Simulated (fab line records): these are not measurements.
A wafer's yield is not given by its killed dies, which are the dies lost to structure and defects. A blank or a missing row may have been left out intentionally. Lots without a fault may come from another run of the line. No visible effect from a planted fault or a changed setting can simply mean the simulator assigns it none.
Chamber matching    flow n5-finfet    3 sister chambers for N5_BEOL_M3_CVD_47 on cvd-co-01
The step deposits Co from CCTBA/H2, target thk 3 nm, time 223.8 s. 3 wafers are shown with their chamber, then 8 later ones without.

WAFERS PAIRED WITH THEIR CHAMBERS
wafer   chamber  run-length-s (s)
L398.3  1        247.4
L398.5  2        246.3
L398.6  0        247.3

WAFERS WITHOUT THEIR CHAMBER
wafer   run-length-s (s)
L397.2  247.4
L397.5  246.5
L402.2  246.3
L402.3  246.7
L402.6  247.8
L401.4  246.4
L401.5  247.4
L401.6  246.2

THE CHAMBER EACH PASSED THROUGH
wafer    from the rows above            in truth
L397.2   can't be placed: 1 or 0        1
L397.5   2                              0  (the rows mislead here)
L402.2   2                              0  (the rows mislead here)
L402.3   can't be placed: 2 or 0 or 1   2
L402.6   can't be placed: 1 or 0        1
L401.4   2                              2
L401.5   can't be placed: 1 or 0        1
L401.6   2                              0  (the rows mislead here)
Placed correctly: 1 of 8. Unplaceable from these rows: 4, with the true chamber sitting among the candidates in 4. Wrongly placed: 3.
How it was worked out, from the rows above alone: a wafer's distance from a chamber is the root of the sum, over the readings, of the square of ((its reading less the chamber's mean) divided by the reading's scatter). The wafer belongs to the nearest chamber; if the next one is less than 2 further off, it can't be placed. For every chamber, the mean is computed from those of its wafers that are shown. The scatter: with one shown wafer a chamber, the root of the mean of the squares of how far each hidden wafer lies from its nearest shown one.
